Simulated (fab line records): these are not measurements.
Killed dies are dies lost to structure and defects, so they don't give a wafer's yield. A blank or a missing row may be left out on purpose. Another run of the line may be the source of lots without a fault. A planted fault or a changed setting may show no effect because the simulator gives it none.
Which tool was responsible? / flow nand-harc / Sampling: 12 lots, 36 wafers, 7 of 1302 route steps

## WHAT THE GAUGES SHOWED, per wafer
NHARC_P_STI_INSPECT_25.
lot=L367; measured=day 4 18:10; on=defect-inspect-02; raw-defect-count=152 213 193
lot=L368; measured=day 5 10:23; on=defect-inspect-02; raw-defect-count=203 205 208
lot=L371; measured=day 6 16:01; on=defect-inspect-01; raw-defect-count=191 198 365
lot=L372; measured=day 7 06:17; on=defect-inspect-02; raw-defect-count=228 215 135
lot=L373; measured=day 7 12:59; on=defect-inspect-01; raw-defect-count=309 196 425
lot=L374; measured=day 7 23:47; on=defect-inspect-02; raw-defect-count=140 120 117
lot=L383; measured=day 11 09:37; on=defect-inspect-02; raw-defect-count=457 307 279
lot=L384; measured=day 11 20:13; on=defect-inspect-02; raw-defect-count=211 301 217
lot=L385; measured=day 12 06:02; on=defect-inspect-01; raw-defect-count=166 152 324
lot=L386; measured=day 12 19:38; on=defect-inspect-01; raw-defect-count=150 195 182
lot=L387; measured=day 13 09:23; on=defect-inspect-02; raw-defect-count=356 188 264
lot=L388; measured=day 13 09:23; on=defect-inspect-01; raw-defect-count=264 269 427

NHARC_P_GATE_CD_MEAS_26: the cd target is 120 nm.
lot=L367; measured=day 5 19:46; on=cd-sem-01; cd-nm (nm)=119.8 119.8 119.0
lot=L368; measured=day 6 10:55; on=cd-sem-01; cd-nm (nm)=120.0 119.7 120.3
lot=L371; measured=day 7 17:08; on=cd-sem-03; cd-nm (nm)=120.1 120.2 119.8
lot=L372; measured=day 8 09:32; on=cd-sem-03; cd-nm (nm)=120.0 119.3 118.7
lot=L373; measured=day 8 13:52; on=cd-sem-01; cd-nm (nm)=120.4 120.2 120.2
lot=L374; measured=day 8 23:14; on=cd-sem-02; cd-nm (nm)=93.3 92.4 92.2 93.7 92.5 92.4
lot=L383; measured=day 12 15:14; on=cd-sem-01; cd-nm (nm)=119.7 119.9 120.4
lot=L384; measured=day 12 19:47; on=cd-sem-03; cd-nm (nm)=119.6 119.9 120.2
lot=L385; measured=day 13 08:08; on=cd-sem-03; cd-nm (nm)=120.7 120.2 120.7
lot=L386; measured=day 14 00:34; on=cd-sem-02; cd-nm (nm)=119.8 120.7 119.8
lot=L387; measured=day 14 10:38; on=cd-sem-02; cd-nm (nm)=120.5 122.1 121.0
lot=L388; measured=day 14 11:18; on=cd-sem-01; cd-nm (nm)=120.6 120.4 121.2

NHARC_P_GATE_INSPECT_28.
lot=L367; measured=day 5 19:53; on=defect-inspect-01; raw-defect-count=4 8 5
lot=L368; measured=day 6 11:03; on=defect-inspect-01; raw-defect-count=7 4 8
lot=L371; measured=day 7 17:14; on=defect-inspect-01; raw-defect-count=6 4 6
lot=L372; measured=day 8 09:39; on=defect-inspect-01; raw-defect-count=5 3 6
lot=L373; measured=day 8 13:59; on=defect-inspect-02; raw-defect-count=4 10 8
lot=L374; measured=day 9 01:22; on=defect-inspect-01; raw-defect-count=8 10 10
lot=L383; measured=day 12 15:21; on=defect-inspect-02; raw-defect-count=5 7 6
lot=L384; measured=day 12 19:55; on=defect-inspect-02; raw-defect-count=4 3 9
lot=L385; measured=day 13 08:15; on=defect-inspect-02; raw-defect-count=9 10 3
lot=L386; measured=day 14 00:41; on=defect-inspect-01; raw-defect-count=2 1 8
lot=L387; measured=day 14 10:46; on=defect-inspect-01; raw-defect-count=8 13 13
lot=L388; measured=day 14 11:25; on=defect-inspect-02; raw-defect-count=6 4 9

NHARC_P_GATE_CD_MEAS_33.
lot=L367; measured=day 5 20:45; on=cd-sem-01; cd-nm (nm)=118 121 118
lot=L368; measured=day 6 11:55; on=cd-sem-02; cd-nm (nm)=123 120 122
lot=L371; measured=day 7 18:07; on=cd-sem-02; cd-nm (nm)=120 125 118
lot=L372; measured=day 8 10:31; on=cd-sem-03; cd-nm (nm)=124 118 116
lot=L373; measured=day 8 14:50; on=cd-sem-01; cd-nm (nm)=128 116 117
lot=L374; measured=day 9 02:16; on=cd-sem-01; cd-nm (nm)=95 98 90 95 99 90
lot=L383; measured=day 12 16:13; on=cd-sem-01; cd-nm (nm)=124 124 123
lot=L384; measured=day 12 20:47; on=cd-sem-02; cd-nm (nm)=122 118 124
lot=L385; measured=day 13 09:07; on=cd-sem-03; cd-nm (nm)=118 119 119
lot=L386; measured=day 14 01:43; on=cd-sem-02; cd-nm (nm)=116 125 118
lot=L387; measured=day 14 11:38; on=cd-sem-03; cd-nm (nm)=116 123 120
lot=L388; measured=day 14 12:17; on=cd-sem-01; cd-nm (nm)=123 120 123

NHARC_END_SORT_01.
lot=L367; measured=day 25 00:37; on=prober-02; killed-at-array=91 76 68; killed-at-other=1 1 0; killed-at-periphery=4 4 4; killed-dies=96 81 72; killed-open=2 6 2; killed-short=1 2 1
lot=L371; measured=day 26 12:14; on=prober-02; killed-at-array=38 43 47; killed-at-other=0 1 1; killed-at-periphery=4 4 2; killed-dies=42 48 50; killed-open=3 6 7; killed-short=0 1 2
lot=L374; measured=day 29 10:00; on=prober-02; killed-at-array=53 62 53; killed-at-other=0 0 0; killed-at-periphery=529 351 605; killed-dies=582 413 658; killed-open=2 2 2; killed-short=2 1 2
lot=L386; measured=day 33 13:53; on=prober-02; killed-at-array=55 59 74; killed-at-other=2 4 1; killed-at-periphery=5 4 4; killed-dies=62 67 79; killed-open=6 6 2; killed-short=1 0 7

## EACH LOT AND THE TOOL THAT RAN IT (in order: tool; ch and the chambers of the sampled wafers; start)
lot=L367; NHARC_P_GATE_DESCUM_13=rie-diel-10 ch 2,3, day 5 03:08; NHARC_P_GATE_EXPOSE_23=arfi-scanner-02 ch 0, day 5 19:38
lot=L368; NHARC_P_GATE_DESCUM_13=rie-diel-06 ch 1,2,3, day 5 18:50; NHARC_P_GATE_EXPOSE_23=arfi-scanner-03 ch 0, day 6 10:47
lot=L371; NHARC_P_GATE_DESCUM_13=rie-diel-10 ch 0,2,3, day 7 00:31; NHARC_P_GATE_EXPOSE_23=arfi-scanner-03 ch 0, day 7 16:59
lot=L372; NHARC_P_GATE_DESCUM_13=rie-diel-09 ch 0,2,3, day 7 15:16; NHARC_P_GATE_EXPOSE_23=arfi-scanner-02 ch 0, day 8 09:23
lot=L373; NHARC_P_GATE_DESCUM_13=rie-diel-09 ch 0,1,3, day 7 22:36; NHARC_P_GATE_EXPOSE_23=arfi-scanner-03 ch 0, day 8 13:43
lot=L374; NHARC_P_GATE_DESCUM_13=rie-diel-10 ch 0,3, day 8 08:23; NHARC_P_GATE_EXPOSE_23=arfi-scanner-03 ch 0, day 8 23:06
lot=L383; NHARC_P_GATE_DESCUM_13=rie-diel-06 ch 1,2,3, day 11 21:32; NHARC_P_GATE_EXPOSE_23=arfi-scanner-03 ch 0, day 12 15:05
lot=L384; NHARC_P_GATE_DESCUM_13=rie-diel-09 ch 0,2, day 12 05:57; NHARC_P_GATE_EXPOSE_23=arfi-scanner-03 ch 0, day 12 19:39
lot=L385; NHARC_P_GATE_DESCUM_13=rie-diel-09 ch 1,2, day 12 14:58; NHARC_P_GATE_EXPOSE_23=arfi-scanner-01 ch 0, day 13 07:59
lot=L386; NHARC_P_GATE_DESCUM_13=rie-diel-10 ch 0,2,3, day 13 04:27; NHARC_P_GATE_EXPOSE_23=arfi-scanner-03 ch 0, day 14 00:26
lot=L387; NHARC_P_GATE_DESCUM_13=rie-diel-09 ch 3, day 13 18:14; NHARC_P_GATE_EXPOSE_23=arfi-scanner-02 ch 0, day 14 10:30
lot=L388; NHARC_P_GATE_DESCUM_13=rie-diel-10 ch 1,2, day 13 18:22; NHARC_P_GATE_EXPOSE_23=arfi-scanner-01 ch 0, day 14 11:10
- NHARC_P_GATE_DESCUM_13: chemistry O2, time 3 s.
- NHARC_P_GATE_EXPOSE_23: exposes mask P GATE, target cd 120 nm.

## WHAT THE TOOLS THEMSELVES READ (means of the sampled wafers that have a number; where no wafer has one, the mark that the record gives instead)
NHARC_P_GATE_DESCUM_13.
lot=L367; tool=rie-diel-10; drypump-motor-current-A (A)=6.3; oes-product-au (a.u.)=0.991; rf-vpp-V (V)=58.1; showerhead-plenum-p-Torr (Torr)=1.91; throttle-valve-pct (%)=11.302
lot=L368; tool=rie-diel-06; drypump-motor-current-A (A)=6.2; oes-product-au (a.u.)=1.007; rf-vpp-V (V)=57.8; showerhead-plenum-p-Torr (Torr)=1.93; throttle-valve-pct (%)=11.313
lot=L371; tool=rie-diel-10; drypump-motor-current-A (A)=6.4; oes-product-au (a.u.)=0.989; rf-vpp-V (V)=57.4; showerhead-plenum-p-Torr (Torr)=1.94; throttle-valve-pct (%)=11.307
lot=L372; tool=rie-diel-09; drypump-motor-current-A (A)=5.6; oes-product-au (a.u.)=1.015; rf-vpp-V (V)=57.7; showerhead-plenum-p-Torr (Torr)=1.91; throttle-valve-pct (%)=11.313
lot=L373; tool=rie-diel-09; drypump-motor-current-A (A)=5.5; oes-product-au (a.u.)=1.004; rf-vpp-V (V)=57.9; showerhead-plenum-p-Torr (Torr)=1.92; throttle-valve-pct (%)=11.311
lot=L374; tool=rie-diel-10; drypump-motor-current-A (A)=6.2; oes-product-au (a.u.)=0.990; rf-vpp-V (V)=57.9; showerhead-plenum-p-Torr (Torr)=1.95; throttle-valve-pct (%)=11.313
lot=L383; tool=rie-diel-06; drypump-motor-current-A (A)=6.2; oes-product-au (a.u.)=0.994; rf-vpp-V (V)=58.6; showerhead-plenum-p-Torr (Torr)=1.93; throttle-valve-pct (%)=11.305
lot=L384; tool=rie-diel-09; drypump-motor-current-A (A)=5.6; oes-product-au (a.u.)=1.013; rf-vpp-V (V)=58.4; showerhead-plenum-p-Torr (Torr)=1.87; throttle-valve-pct (%)=11.311
lot=L385; tool=rie-diel-09; drypump-motor-current-A (A)=5.5; oes-product-au (a.u.)=1.012; rf-vpp-V (V)=58.1; showerhead-plenum-p-Torr (Torr)=1.93; throttle-valve-pct (%)=11.318
lot=L386; tool=rie-diel-10; drypump-motor-current-A (A)=6.4; oes-product-au (a.u.)=0.994; rf-vpp-V (V)=57.6; showerhead-plenum-p-Torr (Torr)=1.93; throttle-valve-pct (%)=11.310
lot=L387; tool=rie-diel-09; drypump-motor-current-A (A)=5.5; oes-product-au (a.u.)=0.995; rf-vpp-V (V)=58.3; showerhead-plenum-p-Torr (Torr)=1.98; throttle-valve-pct (%)=11.311
lot=L388; tool=rie-diel-10; drypump-motor-current-A (A)=6.2; oes-product-au (a.u.)=0.988; rf-vpp-V (V)=58.0; showerhead-plenum-p-Torr (Torr)=1.87; throttle-valve-pct (%)=11.309

## THE ANSWER, worked out from the rows above alone
Rule: usual is defined by the lots themselves. Put in order of their means at a reading, lots are off if they are a third of the lots or fewer, leave a main group of 4 or more, and stand apart from it by a gap of 3 or more times the standard deviation of the main group's means; of several such gaps the widest counts. If all means in a main group match to the digits the tables above print for the reading, that group is not used. A lot without any number at a reading at which 4 lots or more have one is off too. Where the step has rows for the other lots, those lots are counted as sound. Order of review: gauges by route order, followed by the tools' own readings, for which a lot's mean as printed above is used. The first step at which some lot is off is used, and at that step the reading that is off furthest; a lot without a number counts as furthest.
Off, at NHARC_P_GATE_CD_MEAS_26 on cd-nm: L374. The main group: mean 120.1 nm, standard deviation 0.5.
If a tool, at a process step before that reading, ran all the lots that are off and no sound lot after the first of them, it fits. Not tried: the gauges at NHARC_P_GATE_CD_MEAS_26; whatever is off there is also off at NHARC_P_GATE_CD_MEAS_33, on other tools, and gauge error can't account for it. Not one of the candidates tried fits.

## WHAT THE SIMULATOR PUT IN
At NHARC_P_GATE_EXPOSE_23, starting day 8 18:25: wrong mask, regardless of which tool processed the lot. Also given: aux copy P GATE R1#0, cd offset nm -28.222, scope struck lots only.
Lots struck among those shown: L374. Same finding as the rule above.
